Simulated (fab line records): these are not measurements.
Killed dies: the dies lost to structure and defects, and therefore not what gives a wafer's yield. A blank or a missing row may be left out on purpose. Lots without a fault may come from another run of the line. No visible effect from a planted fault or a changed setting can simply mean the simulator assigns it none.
fab line records + flow n5Finfet
record:
- lots: 24
- wafers: 72
- lastDay: 18
route steps=1938 shown BEOL_M11@1588 BEOL_M12@1612
lots with no fault: from the same line, run without faults
startH: start of the lot's first displayed wafer, in hours after the record's first day + waitH: time in hours since the lot's previous step + " the same as in the row above + L1.1+2: a single row standing in for several wafers + - value missing, or start not given + * or withheld: withheld + < > ~ a bound
route shown NAME@n: a module of which the file shows steps, and the number in the route of the first + usual: the fault-free wafers' mean and standard deviation + same: alike in all rows + chamber/n: place in a boat + sites: each site's reading + _std_site: standard deviation of those values + _edge_site: mean of outer sites minus mean of inner sites + radiusMm: for every site, how far away it sits from the centre of the wafer + mask NAME#n: copy n + behind: tool/chamber where the wafer was last shaped + hold: cause of the lot's hold/its duration in hours/its outcome + device: the transistor (n, p or np) that didn't switch + end of line: the route-end tests of the same wafers + for a step that has no rows: nothing shown but its recipe + killed: dies lost to structure and defects at the first sort, not the wafer's yield + map: shows each die of a wafer: x if killed, . if not, _ if none is there
set.NAME: the setting that was run; set.NAME@STEP: the one run at that earlier step + model.NAME: the simulator's own value behind a step, which no gauge read
the route's steps for a sample of lots (tables are steps, rows are wafers)
services: a tool's chamber out of use, with start hour (startH, from the record's first day; less than 0 if before it), hours out, and reason
== steps ==
step: N5_BEOL_M11_DEGAS_44
recipe:
- ambient: vacuum
- tempC: 250
- timeS: 60
usual:
- heaterPowerW: 331/38
| lot.wafer | tool          | chamber | startH | waitH | heaterPowerW |
|-----------|---------------|---------|--------|-------|--------------|
| L074.2    | pvdSputter-03 | -       | 224.75 | 1.0   | 393          |
| L074.3    | "             | -       | "      | "     | 297          |
| L074.6    | "             | -       | "      | "     | 398          |
| L075.1    | pvdSputter-03 | -       | 225.45 | 0.4   | 269          |
| L075.2    | "             | -       | "      | "     | 395          |
| L075.3    | "             | -       | "      | "     | 301          |
| L077.2    | pvdSputter-02 | -       | 228.08 | 0.6   | 347          |
| L077.3    | "             | -       | "      | "     | 360          |
| L077.4    | "             | -       | "      | "     | 339          |
| L076.1    | pvdSputter-02 | -       | 228.36 | 0.5   | 330          |
| L076.3    | "             | -       | "      | "     | 362          |
| L076.4    | "             | -       | "      | "     | 345          |
| L078.1    | pvdSputter-02 | -       | 243.42 | 0.3   | 366          |
| L078.2    | "             | -       | "      | "     | 327          |
| L078.5    | "             | -       | "      | "     | 338          |
| L079.2    | pvdSputter-03 | -       | 251.04 | 0.3   | 307          |
| L079.4    | "             | -       | "      | "     | 361          |
| L079.5    | "             | -       | "      | "     | 293          |
| L080.1    | pvdSputter-02 | -       | 251.60 | 0.4   | 335          |
| L080.3    | "             | -       | "      | "     | 329          |
| L080.5    | "             | -       | "      | "     | 336          |
| L081.2    | pvdSputter-03 | -       | 255.50 | 0.6   | 393          |
| L081.3    | "             | -       | "      | "     | 362          |
| L081.6    | "             | -       | "      | "     | 272          |
| L082.3    | pvdSputter-03 | -       | 259.10 | 0.3   | 271          |
| L082.4    | "             | -       | "      | "     | 363          |
| L082.5    | "             | -       | "      | "     | 265          |
| L083.3    | pvdSputter-01 | -       | 280.43 | 1.1   | 330          |
| L083.5    | "             | -       | "      | "     | 279          |
| L083.6    | "             | -       | "      | "     | 328          |
| L085.3    | pvdSputter-03 | -       | 290.86 | 0.2   | 354          |
| L085.4    | "             | -       | "      | "     | 272          |
| L085.6    | "             | -       | "      | "     | 359          |
| L086.1    | pvdSputter-03 | -       | 291.56 | 0.4   | 291          |
| L086.3    | "             | -       | "      | "     | 358          |
| L086.5    | "             | -       | "      | "     | 298          |
| L084.2    | pvdSputter-03 | -       | 291.90 | 0.5   | 295          |
| L084.5    | "             | -       | "      | "     | 270          |
| L084.6    | "             | -       | "      | "     | 402          |
| L087.2    | pvdSputter-03 | -       | 296.85 | 0.4   | 271          |
| L087.4    | "             | -       | "      | "     | 367          |
| L087.5    | "             | -       | "      | "     | 398          |
| L088.1    | pvdSputter-03 | -       | 308.81 | 0.9   | 300          |
| L088.2    | "             | -       | "      | "     | 392          |
| L088.4    | "             | -       | "      | "     | 271          |
| L089.1    | pvdSputter-02 | -       | 314.88 | 0.3   | 367          |
| L089.5    | "             | -       | "      | "     | 345          |
| L089.6    | "             | -       | "      | "     | 339          |
| L091.1    | pvdSputter-03 | -       | 317.13 | 2.5   | 366          |
| L091.4    | "             | -       | "      | "     | 276          |
| L091.5    | "             | -       | "      | "     | 308          |
| L090.3    | pvdSputter-02 | -       | 317.66 | 0.3   | 347          |
| L090.5    | "             | -       | "      | "     | 336          |
| L090.6    | "             | -       | "      | "     | 333          |
| L093.2    | pvdSputter-01 | -       | 335.20 | 0.3   | 347          |
| L093.3    | "             | -       | "      | "     | 333          |
| L093.4    | "             | -       | "      | "     | 342          |
| L092.4    | pvdSputter-02 | -       | 341.20 | 0.2   | 349          |
| L092.5    | "             | -       | "      | "     | 324          |
| L092.6    | "             | -       | "      | "     | 368          |
| L094.1    | pvdSputter-03 | -       | 347.25 | 0.5   | 269          |
| L094.4    | "             | -       | "      | "     | 398          |
| L094.5    | "             | -       | "      | "     | 386          |
| L095.2    | pvdSputter-01 | -       | 360.70 | 0.5   | 332          |
| L095.4    | "             | -       | "      | "     | 270          |
| L095.6    | "             | -       | "      | "     | 320          |
| L097.1    | pvdSputter-02 | -       | 377.29 | 0.4   | 340          |
| L097.3    | "             | -       | "      | "     | 323          |
| L097.5    | "             | -       | "      | "     | 356          |
| L096.1    | pvdSputter-02 | -       | 378.39 | 0.3   | 336          |
| L096.5    | "             | -       | "      | "     | 371          |
| L096.6    | "             | -       | "      | "     | 329          |
step: N5_BEOL_M11_ANNEAL_51
recipe:
- tempC: 225
- timeS: 90
- ambient: N2
usual:
- wafer_temp_C_max: 225.76/0.28
| lot.wafer | tool         | chamber | startH | waitH | wafer_temp_C_max |
|-----------|--------------|---------|--------|-------|------------------|
| L074.2    | rtpAnneal-02 | 0       | 225.64 | 0.1   | 225.93           |
| L074.3    | "            | 0       | "      | "     | 225.64           |
| L074.6    | "            | 0       | "      | "     | 225.78           |
| L075.1    | rtpAnneal-01 | 0       | 227.01 | 0.4   | 225.69           |
| L075.2    | "            | 0       | "      | "     | 225.69           |
| L075.3    | "            | 0       | "      | "     | 225.90           |
| L077.2    | rtpAnneal-02 | 0       | 229.10 | 0.2   | 225.36           |
| L077.3    | "            | 0       | "      | "     | 225.62           |
| L077.4    | "            | 0       | "      | "     | 225.66           |
| L076.1    | rtpAnneal-01 | 0       | 229.25 | 0.1   | 226.05           |
| L076.3    | "            | 0       | "      | "     | 226.20           |
| L076.4    | "            | 0       | "      | "     | 226.24           |
| L078.1    | rtpAnneal-02 | 0       | 244.52 | 0.1   | 225.38           |
| L078.2    | "            | 0       | "      | "     | 225.92           |
| L078.5    | "            | 0       | "      | "     | 225.40           |
| L079.2    | rtpAnneal-01 | 0       | 252.19 | 0.1   | 226.15           |
| L079.4    | "            | 0       | "      | "     | 226.00           |
| L079.5    | "            | 0       | "      | "     | 226.19           |
| L080.1    | rtpAnneal-01 | 0       | 254.39 | 0.1   | 225.95           |
| L080.3    | "            | 0       | "      | "     | 226.12           |
| L080.5    | "            | 0       | "      | "     | 226.28           |
| L081.2    | rtpAnneal-02 | 0       | 257.40 | 0.2   | 225.51           |
| L081.3    | "            | 0       | "      | "     | 225.43           |
| L081.6    | "            | 0       | "      | "     | 225.43           |
| L082.3    | rtpAnneal-02 | 0       | 260.04 | 0.2   | 225.69           |
| L082.4    | "            | 0       | "      | "     | 225.76           |
| L082.5    | "            | 0       | "      | "     | 225.71           |
| L083.3    | rtpAnneal-02 | 0       | 282.51 | 0.8   | 225.81           |
| L083.5    | "            | 0       | "      | "     | 225.70           |
| L083.6    | "            | 0       | "      | "     | 226.03           |
| L085.3    | rtpAnneal-01 | 0       | 291.93 | 0.3   | 225.91           |
| L085.4    | "            | 0       | "      | "     | 226.09           |
| L085.6    | "            | 0       | "      | "     | 226.36           |
| L086.1    | rtpAnneal-02 | 0       | 292.81 | 0.1   | 225.98           |
| L086.3    | "            | 0       | "      | "     | 225.46           |
| L086.5    | "            | 0       | "      | "     | 225.47           |
| L084.2    | rtpAnneal-01 | 0       | 293.73 | 0.4   | 226.23           |
| L084.5    | "            | 0       | "      | "     | 226.27           |
| L084.6    | "            | 0       | "      | "     | 225.72           |
| L087.2    | rtpAnneal-01 | 0       | 297.88 | 0.1   | 225.85           |
| L087.4    | "            | 0       | "      | "     | 225.83           |
| L087.5    | "            | 0       | "      | "     | 225.58           |
| L088.1    | rtpAnneal-01 | 0       | 309.66 | 0.1   | 225.71           |
| L088.2    | "            | 0       | "      | "     | 225.86           |
| L088.4    | "            | 0       | "      | "     | 225.93           |
| L089.1    | rtpAnneal-01 | 0       | 318.15 | 0.9   | 225.84           |
| L089.5    | "            | 0       | "      | "     | 225.80           |
| L089.6    | "            | 0       | "      | "     | 225.94           |
| L091.1    | rtpAnneal-01 | 0       | 318.42 | 0.5   | 226.02           |
| L091.4    | "            | 0       | "      | "     | 225.70           |
| L091.5    | "            | 0       | "      | "     | 225.80           |
| L090.3    | rtpAnneal-01 | 0       | 319.95 | 1.4   | 225.89           |
| L090.5    | "            | 0       | "      | "     | 226.06           |
| L090.6    | "            | 0       | "      | "     | 226.22           |
| L093.2    | rtpAnneal-02 | 0       | 336.36 | 0.1   | 225.78           |
| L093.3    | "            | 0       | "      | "     | 225.51           |
| L093.4    | "            | 0       | "      | "     | 225.87           |
| L092.4    | rtpAnneal-02 | 0       | 342.27 | 0.2   | 225.44           |
| L092.5    | "            | 0       | "      | "     | 225.50           |
| L092.6    | "            | 0       | "      | "     | 225.37           |
| L094.1    | rtpAnneal-02 | 0       | 348.31 | 0.2   | 225.32           |
| L094.4    | "            | 0       | "      | "     | 225.71           |
| L094.5    | "            | 0       | "      | "     | 225.47           |
| L095.2    | rtpAnneal-02 | 0       | 362.20 | 0.8   | 225.45           |
| L095.4    | "            | 0       | "      | "     | 225.66           |
| L095.6    | "            | 0       | "      | "     | 225.41           |
| L097.1    | rtpAnneal-01 | 0       | 379.14 | 0.5   | 225.37           |
| L097.3    | "            | 0       | "      | "     | 225.62           |
| L097.5    | "            | 0       | "      | "     | 225.82           |
| L096.1    | rtpAnneal-02 | 0       | 381.60 | 0.1   | 225.79           |
| L096.5    | "            | 0       | "      | "     | 225.47           |
| L096.6    | "            | 0       | "      | "     | 225.88           |
step: N5_BEOL_M11_INSPECT_58
recipe:
- inspectInstrument: darkfield
- mode: postDep
usual:
- rawDefectCount: 72/19
| lot.wafer | tool             | chamber | startH | waitH | rawDefectCount |
|-----------|------------------|---------|--------|-------|----------------|
| L074.2    | defectInspect-01 | -       | 226.36 | 0.0   | 41             |
| L074.3    | "                | -       | "      | "     | 82             |
| L074.6    | "                | -       | "      | "     | 69             |
| L075.1    | defectInspect-01 | -       | 227.78 | 0.0   | 47             |
| L075.2    | "                | -       | "      | "     | 53             |
| L075.3    | "                | -       | "      | "     | 65             |
| L077.2    | defectInspect-01 | -       | 229.80 | 0.0   | 73             |
| L077.3    | "                | -       | "      | "     | 98             |
| L077.4    | "                | -       | "      | "     | 76             |
| L076.1    | defectInspect-01 | -       | 229.99 | 0.0   | 55             |
| L076.3    | "                | -       | "      | "     | 49             |
| L076.4    | "                | -       | "      | "     | 80             |
| L078.1    | defectInspect-02 | -       | 245.27 | 0.0   | 70             |
| L078.2    | "                | -       | "      | "     | 34             |
| L078.5    | "                | -       | "      | "     | 80             |
| L079.2    | defectInspect-02 | -       | 252.89 | 0.0   | 76             |
| L079.4    | "                | -       | "      | "     | 52             |
| L079.5    | "                | -       | "      | "     | 68             |
| L080.1    | defectInspect-02 | -       | 255.13 | 0.0   | 70             |
| L080.3    | "                | -       | "      | "     | 80             |
| L080.5    | "                | -       | "      | "     | 74             |
| L081.2    | defectInspect-02 | -       | 258.12 | 0.0   | 72             |
| L081.3    | "                | -       | "      | "     | 35             |
| L081.6    | "                | -       | "      | "     | 46             |
| L082.3    | defectInspect-02 | -       | 260.70 | 0.0   | 54             |
| L082.4    | "                | -       | "      | "     | 61             |
| L082.5    | "                | -       | "      | "     | 68             |
| L083.3    | defectInspect-02 | -       | 283.16 | 0.0   | 63             |
| L083.5    | "                | -       | "      | "     | 59             |
| L083.6    | "                | -       | "      | "     | 60             |
| L085.3    | defectInspect-02 | -       | 292.58 | 0.0   | 57             |
| L085.4    | "                | -       | "      | "     | 125            |
| L085.6    | "                | -       | "      | "     | 108            |
| L086.1    | defectInspect-01 | -       | 293.55 | 0.0   | 65             |
| L086.3    | "                | -       | "      | "     | 52             |
| L086.5    | "                | -       | "      | "     | 75             |
| L084.2    | defectInspect-02 | -       | 294.43 | 0.0   | 91             |
| L084.5    | "                | -       | "      | "     | 87             |
| L084.6    | "                | -       | "      | "     | 58             |
| L087.2    | defectInspect-02 | -       | 298.61 | 0.0   | 59             |
| L087.4    | "                | -       | "      | "     | 49             |
| L087.5    | "                | -       | "      | "     | 83             |
| L088.1    | defectInspect-02 | -       | 310.40 | 0.0   | 69             |
| L088.2    | "                | -       | "      | "     | 84             |
| L088.4    | "                | -       | "      | "     | 77             |
| L089.1    | defectInspect-02 | -       | 318.89 | 0.0   | 90             |
| L089.5    | "                | -       | "      | "     | 79             |
| L089.6    | "                | -       | "      | "     | 64             |
| L091.1    | defectInspect-02 | -       | 319.16 | 0.0   | 116            |
| L091.4    | "                | -       | "      | "     | 120            |
| L091.5    | "                | -       | "      | "     | 36             |
| L090.3    | defectInspect-02 | -       | 320.60 | 0.0   | 51             |
| L090.5    | "                | -       | "      | "     | 63             |
| L090.6    | "                | -       | "      | "     | 75             |
| L093.2    | defectInspect-02 | -       | 337.06 | 0.0   | 99             |
| L093.3    | "                | -       | "      | "     | 98             |
| L093.4    | "                | -       | "      | "     | 98             |
| L092.4    | defectInspect-01 | -       | 342.88 | 0.0   | 93             |
| L092.5    | "                | -       | "      | "     | 77             |
| L092.6    | "                | -       | "      | "     | 58             |
| L094.1    | defectInspect-02 | -       | 349.06 | 0.0   | 78             |
| L094.4    | "                | -       | "      | "     | 65             |
| L094.5    | "                | -       | "      | "     | 80             |
| L095.2    | defectInspect-02 | -       | 362.94 | 0.0   | 80             |
| L095.4    | "                | -       | "      | "     | 63             |
| L095.6    | "                | -       | "      | "     | 66             |
| L097.1    | defectInspect-02 | -       | 379.88 | 0.0   | 54             |
| L097.3    | "                | -       | "      | "     | 43             |
| L097.5    | "                | -       | "      | "     | 58             |
| L096.1    | defectInspect-02 | -       | 382.47 | 0.0   | 85             |
| L096.5    | "                | -       | "      | "     | 85             |
| L096.6    | "                | -       | "      | "     | 92             |
step: N5_BEOL_M12_CD_MEAS_10
recipe:
- targetCdNm: 140
- landingEnergyEv: 500
- detector: seInlens
- polarity: opening
usual:
- cdNm: 139.9/1.3
| lot.wafer | tool     | chamber | startH | waitH | cdNm  |
|-----------|----------|---------|--------|-------|-------|
| L074.2    | cdSem-03 | 0       | 226.96 | -     | 140.5 |
| L074.3    | "        | 0       | "      | "     | 141.2 |
| L074.6    | "        | 0       | "      | "     | 142.3 |
| L075.1    | cdSem-03 | 0       | 228.25 | -     | 140.6 |
| L075.2    | "        | 0       | "      | "     | 141.7 |
| L075.3    | "        | 0       | "      | "     | 142.2 |
| L077.2    | cdSem-02 | 0       | 230.27 | -     | 139.9 |
| L077.3    | "        | 0       | "      | "     | 139.4 |
| L077.4    | "        | 0       | "      | "     | 140.9 |
| L076.1    | cdSem-02 | 0       | 230.59 | -     | 141.3 |
| L076.3    | "        | 0       | "      | "     | 140.8 |
| L076.4    | "        | 0       | "      | "     | 140.0 |
| L078.1    | cdSem-01 | 0       | 245.91 | -     | 140.6 |
| L078.2    | "        | 0       | "      | "     | 140.7 |
| L078.5    | "        | 0       | "      | "     | 140.7 |
| L079.2    | cdSem-02 | 0       | 253.49 | -     | 139.7 |
| L079.4    | "        | 0       | "      | "     | 139.0 |
| L079.5    | "        | 0       | "      | "     | 140.1 |
| L080.1    | cdSem-01 | 0       | 255.60 | -     | 142.4 |
| L080.3    | "        | 0       | "      | "     | 139.3 |
| L080.5    | "        | 0       | "      | "     | 139.5 |
| L081.2    | cdSem-01 | 0       | 258.64 | -     | 141.3 |
| L081.3    | "        | 0       | "      | "     | 141.2 |
| L081.6    | "        | 0       | "      | "     | 140.8 |
| L082.3    | cdSem-01 | 0       | 261.30 | -     | 137.6 |
| L082.4    | "        | 0       | "      | "     | 139.8 |
| L082.5    | "        | 0       | "      | "     | 139.4 |
| L083.3    | cdSem-03 | 0       | 283.77 | -     | 139.9 |
| L083.5    | "        | 0       | "      | "     | 138.9 |
| L083.6    | "        | 0       | "      | "     | 142.4 |
| L085.3    | cdSem-03 | 0       | 293.06 | -     | 140.4 |
| L085.4    | "        | 0       | "      | "     | 139.9 |
| L085.6    | "        | 0       | "      | "     | 140.3 |
| L086.1    | cdSem-03 | 0       | 294.15 | -     | 141.0 |
| L086.3    | "        | 0       | "      | "     | 140.2 |
| L086.5    | "        | 0       | "      | "     | 139.5 |
| L084.2    | cdSem-03 | 0       | 295.02 | -     | 139.1 |
| L084.5    | "        | 0       | "      | "     | 137.4 |
| L084.6    | "        | 0       | "      | "     | 138.3 |
| L087.2    | cdSem-02 | 0       | 299.08 | -     | 137.7 |
| L087.4    | "        | 0       | "      | "     | 139.2 |
| L087.5    | "        | 0       | "      | "     | 139.1 |
| L088.1    | cdSem-03 | 0       | 311.00 | -     | 136.8 |
| L088.2    | "        | 0       | "      | "     | 137.4 |
| L088.4    | "        | 0       | "      | "     | 136.5 |
| L089.1    | cdSem-02 | 0       | 319.48 | -     | 138.8 |
| L089.5    | "        | 0       | "      | "     | 141.4 |
| L089.6    | "        | 0       | "      | "     | 140.6 |
| L091.1    | cdSem-02 | 0       | 319.63 | -     | 139.8 |
| L091.4    | "        | 0       | "      | "     | 139.8 |
| L091.5    | "        | 0       | "      | "     | 140.5 |
| L090.3    | cdSem-03 | 0       | 321.07 | -     | 137.9 |
| L090.5    | "        | 0       | "      | "     | 140.1 |
| L090.6    | "        | 0       | "      | "     | 138.9 |
| L093.2    | cdSem-02 | 0       | 337.53 | -     | 137.3 |
| L093.3    | "        | 0       | "      | "     | 138.7 |
| L093.4    | "        | 0       | "      | "     | 140.0 |
| L092.4    | cdSem-03 | 0       | 343.48 | -     | 139.4 |
| L092.5    | "        | 0       | "      | "     | 139.8 |
| L092.6    | "        | 0       | "      | "     | 138.8 |
| L094.1    | cdSem-03 | 0       | 349.53 | -     | 140.7 |
| L094.4    | "        | 0       | "      | "     | 140.9 |
| L094.5    | "        | 0       | "      | "     | 139.5 |
| L095.2    | cdSem-01 | 0       | 363.41 | -     | 137.5 |
| L095.4    | "        | 0       | "      | "     | 139.2 |
| L095.6    | "        | 0       | "      | "     | 139.3 |
| L097.1    | cdSem-01 | 0       | 380.48 | -     | 140.8 |
| L097.3    | "        | 0       | "      | "     | 141.1 |
| L097.5    | "        | 0       | "      | "     | 140.1 |
| L096.1    | cdSem-03 | 0       | 382.94 | -     | 138.9 |
| L096.5    | "        | 0       | "      | "     | 140.6 |
| L096.6    | "        | 0       | "      | "     | 139.2 |
step: N5_BEOL_M12_INSPECT_12
recipe:
- mode: adi
- inspectInstrument: macro
usual:
- rawDefectCount: 2.1/1.4
| lot.wafer | tool             | chamber | startH | waitH | rawDefectCount |
|-----------|------------------|---------|--------|-------|----------------|
| L074.2    | defectInspect-01 | -       | 227.02 | 0.0   | 2              |
| L074.3    | "                | -       | "      | "     | 2              |
| L074.6    | "                | -       | "      | "     | 4              |
| L075.1    | defectInspect-01 | -       | 228.36 | 0.1   | 2              |
| L075.2    | "                | -       | "      | "     | 3              |
| L075.3    | "                | -       | "      | "     | 2              |
| L077.2    | defectInspect-01 | -       | 230.32 | 0.0   | 2              |
| L077.3    | "                | -       | "      | "     | 1              |
| L077.4    | "                | -       | "      | "     | 3              |
| L076.1    | defectInspect-01 | -       | 230.64 | 0.0   | 2              |
| L076.3    | "                | -       | "      | "     | 3              |
| L076.4    | "                | -       | "      | "     | 0              |
| L078.1    | defectInspect-01 | -       | 245.97 | 0.0   | 3              |
| L078.2    | "                | -       | "      | "     | 1              |
| L078.5    | "                | -       | "      | "     | 4              |
| L079.2    | defectInspect-02 | -       | 253.54 | 0.0   | 5              |
| L079.4    | "                | -       | "      | "     | 1              |
| L079.5    | "                | -       | "      | "     | 3              |
| L080.1    | defectInspect-02 | -       | 255.66 | 0.0   | 1              |
| L080.3    | "                | -       | "      | "     | 2              |
| L080.5    | "                | -       | "      | "     | 1              |
| L081.2    | defectInspect-02 | -       | 258.70 | 0.0   | 2              |
| L081.3    | "                | -       | "      | "     | 2              |
| L081.6    | "                | -       | "      | "     | 4              |
| L082.3    | defectInspect-02 | -       | 261.35 | 0.0   | 4              |
| L082.4    | "                | -       | "      | "     | 4              |
| L082.5    | "                | -       | "      | "     | 1              |
| L083.3    | defectInspect-02 | -       | 283.83 | 0.0   | 5              |
| L083.5    | "                | -       | "      | "     | 3              |
| L083.6    | "                | -       | "      | "     | 3              |
| L085.3    | defectInspect-01 | -       | 293.11 | 0.0   | 2              |
| L085.4    | "                | -       | "      | "     | 3              |
| L085.6    | "                | -       | "      | "     | 2              |
| L086.1    | defectInspect-02 | -       | 294.20 | 0.0   | 1              |
| L086.3    | "                | -       | "      | "     | 2              |
| L086.5    | "                | -       | "      | "     | 3              |
| L084.2    | defectInspect-02 | -       | 295.08 | 0.0   | 1              |
| L084.5    | "                | -       | "      | "     | 1              |
| L084.6    | "                | -       | "      | "     | 2              |
| L087.2    | defectInspect-02 | -       | 299.13 | 0.0   | 0              |
| L087.4    | "                | -       | "      | "     | 3              |
| L087.5    | "                | -       | "      | "     | 3              |
| L088.1    | defectInspect-02 | -       | 311.05 | 0.0   | 5              |
| L088.2    | "                | -       | "      | "     | 4              |
| L088.4    | "                | -       | "      | "     | 3              |
| L089.1    | defectInspect-02 | -       | 319.54 | 0.0   | 3              |
| L089.5    | "                | -       | "      | "     | 3              |
| L089.6    | "                | -       | "      | "     | 0              |
| L091.1    | defectInspect-02 | -       | 319.68 | 0.0   | 1              |
| L091.4    | "                | -       | "      | "     | 0              |
| L091.5    | "                | -       | "      | "     | 1              |
| L090.3    | defectInspect-02 | -       | 321.13 | 0.0   | 0              |
| L090.5    | "                | -       | "      | "     | 3              |
| L090.6    | "                | -       | "      | "     | 2              |
| L093.2    | defectInspect-01 | -       | 337.59 | 0.0   | 1              |
| L093.3    | "                | -       | "      | "     | 1              |
| L093.4    | "                | -       | "      | "     | 2              |
| L092.4    | defectInspect-01 | -       | 343.53 | 0.0   | 2              |
| L092.5    | "                | -       | "      | "     | 5              |
| L092.6    | "                | -       | "      | "     | 1              |
| L094.1    | defectInspect-01 | -       | 349.59 | 0.0   | 1              |
| L094.4    | "                | -       | "      | "     | 1              |
| L094.5    | "                | -       | "      | "     | 6              |
| L095.2    | defectInspect-02 | -       | 363.47 | 0.0   | 1              |
| L095.4    | "                | -       | "      | "     | 2              |
| L095.6    | "                | -       | "      | "     | 1              |
| L097.1    | defectInspect-02 | -       | 380.53 | 0.0   | 0              |
| L097.3    | "                | -       | "      | "     | 2              |
| L097.5    | "                | -       | "      | "     | 5              |
| L096.1    | defectInspect-02 | -       | 382.99 | 0.0   | 7              |
| L096.5    | "                | -       | "      | "     | 2              |
| L096.6    | "                | -       | "      | "     | 2              |
step: N5_BEOL_M12_INSPECT_30
recipe:
- mode: adi
- inspectInstrument: macro
usual:
- rawDefectCount: 2.1/1.4
| lot.wafer | tool             | chamber | startH | waitH | rawDefectCount |
|-----------|------------------|---------|--------|-------|----------------|
| L074.2    | defectInspect-01 | -       | 227.92 | 0.0   | 3              |
| L074.3    | "                | -       | "      | "     | 2              |
| L074.6    | "                | -       | "      | "     | 5              |
| L075.1    | defectInspect-01 | -       | 229.38 | 0.0   | 3              |
| L075.2    | "                | -       | "      | "     | 3              |
| L075.3    | "                | -       | "      | "     | 5              |
| L077.2    | defectInspect-01 | -       | 231.36 | 0.0   | 3              |
| L077.3    | "                | -       | "      | "     | 3              |
| L077.4    | "                | -       | "      | "     | 1              |
| L076.1    | defectInspect-01 | -       | 231.55 | 0.0   | 1              |
| L076.3    | "                | -       | "      | "     | 2              |
| L076.4    | "                | -       | "      | "     | 2              |
| L078.1    | defectInspect-02 | -       | 246.87 | 0.0   | 0              |
| L078.2    | "                | -       | "      | "     | 3              |
| L078.5    | "                | -       | "      | "     | 2              |
| L079.2    | defectInspect-02 | -       | 254.51 | 0.0   | 3              |
| L079.4    | "                | -       | "      | "     | 1              |
| L079.5    | "                | -       | "      | "     | 1              |
| L080.1    | defectInspect-02 | -       | 256.70 | 0.0   | 2              |
| L080.3    | "                | -       | "      | "     | 0              |
| L080.5    | "                | -       | "      | "     | 4              |
| L081.2    | defectInspect-02 | -       | 259.87 | 0.0   | 3              |
| L081.3    | "                | -       | "      | "     | 2              |
| L081.6    | "                | -       | "      | "     | 0              |
| L082.3    | defectInspect-02 | -       | 262.31 | 0.0   | 1              |
| L082.4    | "                | -       | "      | "     | 2              |
| L082.5    | "                | -       | "      | "     | 0              |
| L083.3    | defectInspect-02 | -       | 284.76 | 0.0   | 1              |
| L083.5    | "                | -       | "      | "     | 4              |
| L083.6    | "                | -       | "      | "     | 2              |
| L085.3    | defectInspect-02 | -       | 294.14 | 0.0   | 2              |
| L085.4    | "                | -       | "      | "     | 1              |
| L085.6    | "                | -       | "      | "     | 1              |
| L086.1    | defectInspect-02 | -       | 295.25 | 0.0   | 3              |
| L086.3    | "                | -       | "      | "     | 0              |
| L086.5    | "                | -       | "      | "     | 3              |
| L084.2    | defectInspect-02 | -       | 296.11 | 0.0   | 4              |
| L084.5    | "                | -       | "      | "     | 2              |
| L084.6    | "                | -       | "      | "     | 1              |
| L087.2    | defectInspect-01 | -       | 300.17 | 0.0   | 1              |
| L087.4    | "                | -       | "      | "     | 3              |
| L087.5    | "                | -       | "      | "     | 0              |
| L088.1    | defectInspect-01 | -       | 312.09 | 0.0   | 1              |
| L088.2    | "                | -       | "      | "     | 4              |
| L088.4    | "                | -       | "      | "     | 1              |
| L089.1    | defectInspect-01 | -       | 320.45 | 0.0   | 1              |
| L089.5    | "                | -       | "      | "     | 2              |
| L089.6    | "                | -       | "      | "     | 2              |
| L091.1    | defectInspect-01 | -       | 320.59 | 0.0   | 2              |
| L091.4    | "                | -       | "      | "     | 3              |
| L091.5    | "                | -       | "      | "     | 1              |
| L090.3    | defectInspect-01 | -       | 322.27 | 0.0   | 2              |
| L090.5    | "                | -       | "      | "     | 3              |
| L090.6    | "                | -       | "      | "     | 1              |
| L093.2    | defectInspect-02 | -       | 338.66 | 0.0   | 3              |
| L093.3    | "                | -       | "      | "     | 2              |
| L093.4    | "                | -       | "      | "     | 0              |
| L092.4    | defectInspect-01 | -       | 344.44 | 0.0   | 3              |
| L092.5    | "                | -       | "      | "     | 0              |
| L092.6    | "                | -       | "      | "     | 0              |
| L094.1    | defectInspect-01 | -       | 350.50 | 0.0   | 5              |
| L094.4    | "                | -       | "      | "     | 0              |
| L094.5    | "                | -       | "      | "     | 2              |
| L095.2    | defectInspect-02 | -       | 364.64 | 0.0   | 4              |
| L095.4    | "                | -       | "      | "     | 4              |
| L095.6    | "                | -       | "      | "     | 3              |
| L097.1    | defectInspect-02 | -       | 381.56 | 0.0   | 5              |
| L097.3    | "                | -       | "      | "     | 0              |
| L097.5    | "                | -       | "      | "     | 1              |
| L096.1    | defectInspect-01 | -       | 384.03 | 0.0   | 4              |
| L096.5    | "                | -       | "      | "     | 1              |
| L096.6    | "                | -       | "      | "     | 2              |
== services ==
| tool          | chamber | startH | hours | kind   |
|---------------|---------|--------|-------|--------|
| rtpAnneal-02  | -       | 316.06 | 5.5   | repair |
| pvdSputter-02 | -       | 347.06 | 1.0   | repair |
== key ==
fault none
